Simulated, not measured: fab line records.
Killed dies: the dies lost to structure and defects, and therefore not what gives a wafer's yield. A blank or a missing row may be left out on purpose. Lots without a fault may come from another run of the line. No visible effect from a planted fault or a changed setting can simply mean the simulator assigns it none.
fab line records | flow nand-harc
record lots=13 wafers=38 last-day=33
route steps=1302 shown A_CHANNEL_FILL_D1@509 A_DECK1_JOINT@544 A_ONON_D2@545 END@1302
lots untouched by any fault: they come from a run of this same line in which no faults occurred
start-h: the number of hours between the record's first day and the start of the first shown wafer of the lot | wait-h: time in hours since the lot's previous step | " repeats the value in the row above | L1.1+2: one row covering several wafers at once | - value missing, or start not given | * or withheld: withheld | < > ~ a bound
route shown NAME@n: names a module that has steps shown in the file, with the first one's number in the route | usual: mean/standard deviation of fault-free wafers | same: alike in all rows | chamber/n: place in a boat | sites: each site's reading | _std_site: the values' standard deviation | _edge_site: the outer-site mean with the inner-site mean subtracted | radius-mm: for every site, how far away it sits from the centre of the wafer | mask NAME#n: copy n | behind: the last tool/chamber to shape the wafer | hold: what put the lot on hold/how long, in hours/how the hold closed | device: whichever transistor did not switch (one of n, p or np) | end of line: the same wafers' tests at the end of the route | a step with no rows: only its recipe | killed: at the first sort, the dies lost to defects and structure; wafer yield is something else | map: a wafer's dies, x killed, . not, _ none there
set.NAME: the run value of the setting; set.NAME@STEP: its run value at that earlier step | model.NAME: the simulator's own value behind a step, which no gauge read
one table for each step of the route and one row for each wafer, over a sample of lots
services: when a tool's chamber went out of use (start-h, in hours from the record's first day, below 0 if earlier), for how many hours, and the reason
## steps
# step NHARC_A_CHANNEL_FILL_D1_STRIP_29
# recipe time-s=20 o2-flow-sccm=500 ar-flow-sccm=0 bias-w=0 chemistry=O2
# usual drypump-motor-current-A=5.6/0.34 oes-product-au=0.996/0.013 rf-vpp-V=57.6/0.94 showerhead-plenum-p-Torr=3.49/0.15 throttle-valve-pct=17.035/0.0088
# same time-s=20
# columns lot.wafer tool chamber start-h wait-h drypump-motor-current-A oes-product-au rf-hours-counter-h rf-vpp-V showerhead-plenum-p-Torr throttle-valve-pct
L747.1 rie-diel-11 1 - - 5.4 1.011 6.8 56.6 3.41 17.037
L747.3 " 2 " " 6.2 0.987 5.9 57.3 3.57 17.029
L747.6 " 2 " " 6.2 0.974 - 58.6 3.57 17.039
L748.2 rie-diel-11 0 - - 5.1 0.982 6.5 58.4 3.64 17.024
L748.1 " 3 " " 6.3 0.990 6.8 56.7 3.79 17.037
L748.5 " 1 " " 5.4 1.000 - 58.0 3.41 17.038
L750.1 rie-diel-06 2 - - 6.0 1.004 6.5 57.9 3.44 17.037
L750.2 " 3 " " 5.2 1.004 6.6 57.5 3.36 17.031
L750.3 " 0 " " 5.4 1.001 6.5 57.8 3.70 17.019
L751.2 rie-diel-06 1 - - 5.8 1.010 8.1 57.9 3.53 17.034
L751.4 " 2 " " 6.0 1.005 8.0 57.6 3.44 17.033
L751.6 " 2 " " 6.0 0.998 - 56.8 3.44 17.039
L752.3 rie-diel-02 3 - - 5.9 0.990 1.7 59.0 3.30 17.043
L752.6 " 1 " " 5.4 0.992 - 58.0 3.34 17.037
L752.5 " 2 " " 5.7 0.994 - 58.5 3.68 17.042
L754.2 rie-diel-06 2 305.99 0.1 6.0 0.983 9.4 56.8 3.44 17.051
L754.5 " 0 " " 5.4 0.993 - 58.3 3.70 17.055
L755.2 rie-diel-02 3 - - 5.9 1.000 3.3 56.7 3.30 17.029
L755.4 " 1 " " 5.3 1.001 3.1 57.9 3.34 17.042
L755.6 " 3 " " 5.9 1.014 - 57.7 3.30 17.045
L764.3 rie-diel-06 1 - - 5.8 1.013 5.9 57.0 3.52 17.046
L764.5 " 1 " " 5.8 1.006 - 58.1 3.52 17.047
L764.6 " 2 " " 6.0 0.989 - 57.7 3.43 17.035
L765.3 rie-diel-06 1 - - 5.8 1.016 6.1 55.9 3.52 17.035
L765.6 " 2 " " 6.0 0.988 - 55.9 3.43 17.033
L765.5 " 3 " " 5.3 0.982 - 56.8 3.35 17.029
L766.1 rie-diel-06 2 422.37 0.2 6.0 0.997 5.9 57.5 3.43 17.025
L766.3 " 0 " " 5.4 1.006 7.0 58.6 3.69 17.043
L766.6 " 2 " " 6.0 1.002 - 57.8 3.43 17.024
L767.4 rie-diel-02 1 - - 5.4 1.013 0.8 57.9 3.33 17.038
L767.2 " 2 " " 5.7 1.004 0.6 58.3 3.67 17.032
L767.6 " 2 " " 5.7 0.997 - 59.0 3.67 17.052
L768.2 rie-diel-06 2 - - 6.0 0.993 8.2 58.2 3.43 17.041
L768.3 " 0 " " 5.3 1.008 8.7 57.8 3.69 17.034
L768.5 " 2 " " 6.0 0.993 - 57.6 3.43 17.030
L769.2 rie-diel-02 1 456.95 0.1 5.3 1.022 2.0 57.6 3.33 17.030
L769.3 " 2 " " 5.7 0.995 1.8 58.2 3.67 17.049
L769.1 " 0 " " 5.7 0.997 1.5 58.3 3.36 17.049
# step NHARC_A_DECK1_JOINT_INSPECT_05
# usual raw-defect-count=384/170
# columns lot.wafer tool chamber start-h wait-h raw-defect-count
L747.1 defect-inspect-02 - 281.66 0.0 344
L747.3 " - " " 219
L747.6 " - " " 398
L748.1 defect-inspect-02 - 290.87 0.0 260
L748.2 " - " " 312
L748.5 " - " " 324
L750.1 defect-inspect-01 - 298.82 0.0 308
L750.2 " - " " 560
L750.3 " - " " 1009
L751.2 defect-inspect-02 - 327.42 0.0 187
L751.4 " - " " 357
L751.6 " - " " 493
L752.3 defect-inspect-01 - 327.42 0.0 581
L752.5 " - " " 536
L752.6 " - " " 544
L754.2 defect-inspect-01 - 348.13 0.0 653
L754.5 " - " " 347
L755.2 defect-inspect-01 - 355.22 0.0 455
L755.4 " - " " 388
L755.6 " - " " 322
L764.3 defect-inspect-02 - 438.39 0.0 254
L764.5 " - " " 232
L764.6 " - " " 319
L765.3 defect-inspect-01 - 450.61 0.0 236
L765.5 " - " " 282
L765.6 " - " " 319
L766.1 defect-inspect-01 - 466.66 0.0 426
L766.3 " - " " 477
L766.6 " - " " 335
L767.2 defect-inspect-02 - 475.50 0.0 597
L767.4 " - " " 526
L767.6 " - " " 472
L768.2 defect-inspect-02 - 485.43 0.0 272
L768.3 " - " " 504
L768.5 " - " " 293
L769.1 defect-inspect-02 - 498.26 0.0 422
L769.2 " - " " 789
L769.3 " - " " 678
# step NHARC_A_ONON_D2_DEP_00
# recipe target-thk-a=10000 n2-flow-sccm=2750 n2o-flow-sccm=2000 nh3-flow-sccm=500 sih4-flow-sccm=210 temp-c=400
# usual susceptor-temp-C=399.99/0.25
# columns lot.wafer tool chamber start-h wait-h susceptor-temp-C
L747.1 pecvd-onon-04 0 281.72 0.1 400.40
L747.3 " 0 " " 400.39
L747.6 " 0 " " 399.85
L748.1 pecvd-onon-02 0 290.94 0.1 399.89
L748.2 " 0 " " 399.81
L748.5 " 0 " " 399.98
L750.1 pecvd-onon-02 0 298.89 0.1 400.02
L750.2 " 0 " " 400.09
L750.3 " 0 " " 400.20
L751.2 pecvd-onon-04 0 327.54 0.1 399.88
L751.4 " 0 " " 400.17
L751.6 " 0 " " 399.71
L752.3 pecvd-onon-02 0 327.60 0.2 399.97
L752.5 " 0 " " 399.94
L752.6 " 0 " " 400.08
L754.2 pecvd-onon-02 0 348.26 0.1 400.26
L754.5 " 0 " " 400.17
L755.2 pecvd-onon-02 0 355.34 0.1 400.26
L755.4 " 0 " " 400.34
L755.6 " 0 " " 400.45
L764.3 pecvd-onon-04 0 438.58 0.2 399.84
L764.5 " 0 " " 399.49
L764.6 " 0 " " 399.63
L765.3 pecvd-onon-02 0 450.87 0.3 400.02
L765.5 " 0 " " 400.19
L765.6 " 0 " " 400.19
L766.1 pecvd-onon-02 0 466.73 0.1 399.96
L766.3 " 0 " " 399.85
L766.6 " 0 " " 399.93
L767.2 pecvd-onon-02 0 475.63 0.1 400.04
L767.4 " 0 " " 399.73
L767.6 " 0 " " 399.94
L768.2 pecvd-onon-02 0 485.56 0.1 399.85
L768.3 " 0 " " 399.99
L768.5 " 0 " " 400.01
L769.1 pecvd-onon-01 0 498.33 0.1 400.02
L769.2 " 0 " " 399.92
L769.3 " 0 " " 399.97
# step NHARC_A_ONON_D2_THK_MEAS_02
# recipe thk-meas-gauge=ellipsometry
# usual thk-nm=1003/11
# columns lot.wafer tool chamber start-h wait-h thk-nm
L747.1 film-metro-01 - 282.24 - 1023
L747.3 " - " " 1020
L747.6 " - " " 1019
L748.1 film-metro-01 - 291.45 - 1013
L748.2 " - " " 1013
L748.5 " - " " 1013
L750.1 film-metro-02 - 299.41 - 1008
L750.2 " - " " 1008
L750.3 " - " " 1008
L752.3 film-metro-01 - 328.00 - 1001
L752.5 " - " " 1001
L752.6 " - " " 1002
L751.2 film-metro-02 - 328.02 - 1003
L751.4 " - " " 1003
L751.6 " - " " 1004
L754.2 film-metro-01 - 348.71 - 1581
L754.5 " - " " 1582
L755.2 film-metro-02 - 355.80 - 1584
L755.4 " - " " 1012
L755.6 " - " " 1013
L764.3 film-metro-02 - 438.97 - 997
L764.5 " - " " 995
L764.6 " - " " 997
L765.3 film-metro-02 - 451.26 - 983
L765.5 " - " " 984
L765.6 " - " " 984
L766.1 film-metro-02 - 467.24 - 1005
L766.3 " - " " 1003
L766.6 " - " " 1003
L767.2 film-metro-01 - 476.08 - 992
L767.4 " - " " 992
L767.6 " - " " 991
L768.2 film-metro-02 - 486.01 - 988
L768.3 " - " " 987
L768.5 " - " " 987
L769.1 film-metro-02 - 498.83 - 1001
L769.2 " - " " 1000
L769.3 " - " " 1000
# step NHARC_END_SORT_01
# recipe temp-c=25
# usual killed-at-array=54/17 killed-at-other=0.7/1 killed-at-periphery=3.7/2.9 killed-dies=58/16 killed-open=3.2/1.9 killed-short=2.2/1.5
# same gross-dies=677
# columns lot.wafer tool chamber start-h wait-h killed-at-array killed-at-other killed-at-periphery killed-dies killed-open killed-short
L755.2 prober-01 0 646.34 2.8 672 0 5 677 5 3
L755.4 prober-01 0 647.92 3.4 55 0 1 56 4 1
L755.6 prober-01 0 649.51 4.0 57 1 4 62 2 2
L754.2 prober-01 0 654.08 2.8 676 0 1 677 3 3
L754.5 prober-01 0 656.48 3.7 675 1 1 677 5 3
# killed by level:class
L755.2 A_ONON_D2:area-dep=609 A_CHANNEL_HOLE_D1:chamber-film-flake=30 A_CHANNEL_HOLE_D2:chamber-film-flake=16 A_CONTACT:chamber-film-flake=6 A_SLIT:chamber-film-flake=3 A_CHANNEL_FILL_D2:geometric-particle:open=2 P_ZERO_WELL:chamber-film-flake=2 P_STI:geometric-particle:open=1
L755.4 A_CHANNEL_HOLE_D1:chamber-film-flake=30 A_CHANNEL_HOLE_D2:chamber-film-flake=10 A_CONTACT:chamber-film-flake=6 A_STAIRCASE:chamber-film-flake=2 A_WL_FILL:chamber-film-flake=2 P_M1:geometric-particle:open=1 A_ONON_D2:geometric-particle:short=1 A_CHANNEL_FILL_D2:geometric-particle:open=1
L755.6 A_CHANNEL_HOLE_D1:chamber-film-flake=35 A_CHANNEL_HOLE_D2:chamber-film-flake=7 A_CONTACT:chamber-film-flake=5 A_WL_FILL:chamber-film-flake=4 P_ZERO_WELL:chamber-film-flake=2 A_SLIT:chamber-film-flake=2 P_GATE:geometric-particle:open=1 A_CHANNEL_HOLE_D1:geometric-particle:short=1
L754.2 A_ONON_D2:area-dep=624 A_CHANNEL_HOLE_D2:chamber-film-flake=38 A_CHANNEL_HOLE_D1:chamber-film-flake=4 A_CHANNEL_FILL_D2:chamber-film-flake=2 A_CONTACT:chamber-film-flake=2 P_CONTACT:geometric-particle:open=1 A_CHANNEL_HOLE_D1:geometric-particle:short=1 A_CHANNEL_FILL_D1:geometric-particle:open=1
L754.5 A_ONON_D2:area-dep=625 A_CHANNEL_HOLE_D2:chamber-film-flake=34 A_CHANNEL_HOLE_D1:chamber-film-flake=5 A_ONON_D1:geometric-particle:short=2 A_CONTACT:chamber-film-flake=2 P_STI:geometric-particle:open=1 A_ONON_D1:geometric-particle:open=1 A_CHANNEL_FILL_D1:geometric-particle:open=1
## services
# columns tool chamber start-h hours kind
rie-diel-02 - 224.03 9.0 pm
rie-diel-11 - 255.50 9.0 pm
pecvd-onon-01 - 269.10 13.0 pm
rie-diel-06 1 286.23 4.4 repair
rie-diel-06 1 300.14 8.3 repair
rie-diel-06 - 307.20 9.0 pm
pecvd-onon-04 - 311.23 13.0 pm
rie-diel-11 - 322.21 0.6 repair
rie-diel-02 - 339.45 0.6 repair
rie-diel-06 2 357.79 5.8 repair
rie-diel-11 1 363.22 3.5 repair
rie-diel-11 2 365.79 8.6 repair
pecvd-onon-02 - 366.00 13.0 pm
rie-diel-02 - 401.03 9.0 pm
rie-diel-06 - 414.66 1.2 repair
rie-diel-06 3 417.27 12.6 repair
rie-diel-11 - 432.50 9.0 pm
rie-diel-11 - 453.04 0.8 repair
rie-diel-02 3 456.50 15.5 repair
rie-diel-02 1 472.27 8.3 repair
rie-diel-06 2 472.65 22.8 repair
rie-diel-06 1 480.05 24.4 repair
rie-diel-06 - 484.67 9.0 pm
pecvd-onon-04 - 492.47 13.0 pm
## key
first-sign step=NHARC_A_ONON_D2_THK_MEAS_02 reading=thk-nm direction=up sigmas=53 usual=1003 struck=1582
effect step=NHARC_END_SORT_01 reading=killed-dies direction=up sigmas=38 usual=58 struck=677
more-kills-born-at NHARC_A_ONON_D2_DEP_00@pecvd-onon-02=1858
met-at NHARC_A_ONON_D2_DEP_00
struck-lots L754,L755
struck-wafers L754.2,L754.5,L755.2
later-rows-left-out L754.2,L754.5,L755.2
tester-left-out L754,L755
not-acting-at NHARC_A_CHANNEL_FILL_D1_STRIP_29,NHARC_A_DECK1_JOINT_INSPECT_05
onset-between 327.60 348.26
fault kind=process-parameter-drift tool=pecvd-onon-02 chamber=- onset-h=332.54 steps=NHARC_A_ONON_D2_DEP_00 channel=target-thk-a offset=* shape=step end-h=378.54 scope=struck-wafers-only acts-in=* stated=*
# tester-left-out: of these lots the tester's yield and bins aren't shown, on N5 and GAA mostly nor the transistor test; their killed dies are dies lost to structure and defects alone, not to doping, threshold or leakage, so they don't give the yield
# later-rows-left-out: the simulator's readings of these wafers behind a module that went badly wrong aren't trusted and aren't shown, but for the sort
